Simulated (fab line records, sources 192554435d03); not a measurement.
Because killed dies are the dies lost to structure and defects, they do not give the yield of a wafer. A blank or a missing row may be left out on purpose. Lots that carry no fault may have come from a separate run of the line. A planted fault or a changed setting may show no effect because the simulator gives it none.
2 desks looking at one fault    flow n5_finfet    each desk has only its own numbers; what lay behind them comes last

## AT THE TOOL OWNER'S DESK: euv_scanner-01
The tool's own readings at N5_BEOL_M2_EXPOSE_25 (exposes mask V1, defocus 5 nm): means of the sampled wafers that have a number, for each lot that ran on this tool. Marked OUT: a lot whose mean sits more than 4 standard deviations from the usual mean, which makes it out of limits; the brackets give that distance.
Columns: A = exposure_dose_mJ_cm2 at N5_BEOL_M2_EXPOSE_25, usual 62.96
lot   first seen here  A
L228  day 6 15:29      62.96
L238  day 9 04:17      65.42 (+42) OUT
L241  day 10 03:27     64.93 (+34) OUT
This desk's verdict: out of limits on L238, L241, starting with L238 at day 9 04:17 (exposure_dose_mJ_cm2 at N5_BEOL_M2_EXPOSE_25). L228 stayed within limits.

## THE METROLOGY DESK
What the gauges read, lot by lot, whatever tool the lot ran on: means of the sampled wafers that have a number. Marked OUT: a lot whose mean sits more than 4 standard deviations from the usual mean, which makes it out of limits; the brackets give that distance. 7 of its 13 readings are shown, namely those furthest out on some lot.
Columns: A = cd_nm at N5_BEOL_M2_CD_MEAS_28, usual 26.22 nm; B = V1_OVL at N5_BEOL_M2_OVL_MEAS_29, usual 0.3 nm; C = DIBL_P at N5_BEOL_M4_RC_MEAS_101, usual 36.5 mV/V; D = IOFF_N at N5_BEOL_M4_RC_MEAS_101, usual 0.158 nA/um; E = IOFF_P at N5_BEOL_M4_RC_MEAS_101, usual 0.21 nA/um; F = ION_P at N5_BEOL_M4_RC_MEAS_101, usual 464 uA/um; G = VT_N at N5_BEOL_M4_RC_MEAS_101, usual 250.4 mV
lot   first seen here  A      B     C     D      E     F    G
L228  day 6 15:11      25.93  -0.7  37.3  0.165  0.23  470  250.2
L238  day 9 04:07      26.92  -0.2  37.4  0.179  0.22  470  246.6
L241  day 10 03:08     26.71  0.1   40.0  0.209  0.30  477  245.7
L242  day 10 20:55     26.24  -0.4  35.3  0.137  0.18  458  250.8
L246  day 11 07:49     26.26  0.6   38.0  0.155  0.21  465  251.7
L247  day 11 20:02     26.17  0.6   35.9  0.167  0.23  462  249.8
This desk found nothing out of limits on any of the 6 lots.

## ALL TOGETHER
At day 9 04:17, on L238, L241, the tool owner's desk was in a position to raise an alarm.
At the metrology desk, nothing out of limits was observed.
The metrology desk holds a record of L238, L241, inside its limits.
N5_BEOL_M2_EXPOSE_25 was run on euv_scanner-01 by each of the lots named.

## WHAT THE SIMULATOR PUT IN
Process parameters drifting: euv_scanner-01 at N5_BEOL_M2_EXPOSE_25, beginning at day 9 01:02. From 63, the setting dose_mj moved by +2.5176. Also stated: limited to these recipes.
Struck lots among those shown: L238, L241.
Hours from the fault's start to each desk's first reading out of limits: the tool owner's desk, 3.
